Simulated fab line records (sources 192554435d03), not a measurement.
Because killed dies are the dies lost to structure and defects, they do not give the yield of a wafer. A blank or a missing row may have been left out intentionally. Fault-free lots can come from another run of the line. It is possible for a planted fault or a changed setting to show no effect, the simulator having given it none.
Problem report, 8D (eight disciplines) form, completed by code / flow n5_finfet / the parts of the form that need people (team, actions taken, sign-off) are left out

1. THE ISSUE
raw_defect_count at N5_MOL_CONTACT_COAG_INSPECT_57 reads a mean of 1358 on 9 wafers of 3 lots; wafers without a fault read 193 with a standard deviation of 51. That puts it +23 standard deviations away from the usual mean.
The step: inspects for defects (brightfield).
The first sign was on wafer L762.3 at day 6 16:19, on defect_inspect-01. At this step, 24 wafers from 9 lots have a number in the record. By rule, "out" or "out of limits" means more than 4 standard deviations away from the usual mean. All remaining wafers that have a number are taken as sound.

2. WHAT IT IS, WHAT IT ISN'T
question=which readings at this step | is=raw_defect_count | is not=-
question=which lots | is=L762, L763, L765 | is not=L760, L770, L773, L774, L775, L778
question=which wafers of those lots | is=all that have a number | is not=-
question=read on which gauges | is=defect_inspect-01, defect_inspect-02 | is not=-
question=when | is=from day 6 16:19 | is not=up to then (3 sound wafers); but 12 sound wafers of L770, L773, L774, L775, L778 came after

3. SUSPECTS, AND WHAT RULES EACH OUT
Counting: any tool at a process step up to the reading is kept as a suspect provided that every lot that is out went through it and no sound lot did after the first of them.
- the gauge at N5_MOL_CONTACT_COAG_INSPECT_57: ruled out. Those wafers that are out were read across 2 gauges (defect_inspect-01, defect_inspect-02).
- ald_sin-03 at N5_MOL_CONTACT_COAG_ALD_123 (deposits SiNx, target thk 5 nm, pulse time 1 s, purge time 2 s): ruled out as a lasting fault. Sound lots L775, L773, L774, L778 ran on it after its first lot that is out, L762 (day 6 15:23).
Left after counting: nothing in the record.

4. THE CAUSE (what the simulator had put in)
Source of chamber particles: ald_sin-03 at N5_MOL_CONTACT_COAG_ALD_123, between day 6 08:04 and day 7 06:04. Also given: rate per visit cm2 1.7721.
Counting ruled it out, wrongly: the rule takes a fault to strike every lot that its tool runs from its start on, and this one did not.

5. SEQUENCE OF EFFECTS, ordered by route
Rows list readings where the struck wafers' mean (over those with a number) sits beyond 3 standard deviations from the usual. Only readings whose record carries a usual standard deviation are examined. hours: median over the lots of the time between each lot's start at the first step of this table that gives one and its start at this step. sigmas: the change, counted in usual standard deviations.
hours=0; step=N5_MOL_CONTACT_COAG_INSPECT_57; reading=raw_defect_count; usual=193; on struck wafers=1358; change=+1165; sigmas=+23
hours=187; step=N5_PASSIVATION_PROBE_49; reading=defect_limited_yield; usual=91.0 %; on struck wafers=80.5; change=-10.5; sigmas=-6.6
hours=187; step=N5_PASSIVATION_PROBE_49; reading=killed_at_contacts; usual=13; on struck wafers=144; change=+131; sigmas=+20
hours=187; step=N5_PASSIVATION_PROBE_49; reading=killed_dies; usual=106; on struck wafers=230; change=+124; sigmas=+6.5
hours=187; step=N5_PASSIVATION_PROBE_49; reading=sort_bin_5_function; usual=5.3 %; on struck wafers=12.0; change=+6.7; sigmas=+6.7
hours=187; step=N5_PASSIVATION_PROBE_49; reading=sort_n_pass; usual=1073; on struck wafers=950; change=-123; sigmas=-6.5
hours=187; step=N5_PASSIVATION_PROBE_49; reading=sort_yield_pct; usual=91.0 %; on struck wafers=80.5; change=-10.5; sigmas=-6.6
It contains these process steps:
- N5_PASSIVATION_PROBE_49
Later measuring or inspecting steps at which every struck wafer that the step has a row for has a number for every such reading, and none has moved that far: N5_BEOL_M4_RC_MEAS_101.

6. WHAT WOULD HAVE CAUGHT IT SOONER
In this record the first reading out of limits at a measuring or inspecting step was taken at day 6 16:19, 8 hours after the fault began at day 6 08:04.
An alarm limit of 4 standard deviations would not have fired on the tool readings at N5_MOL_CONTACT_COAG_ALD_123 for which the record gives a usual standard deviation, since none of them was out on any struck wafer.
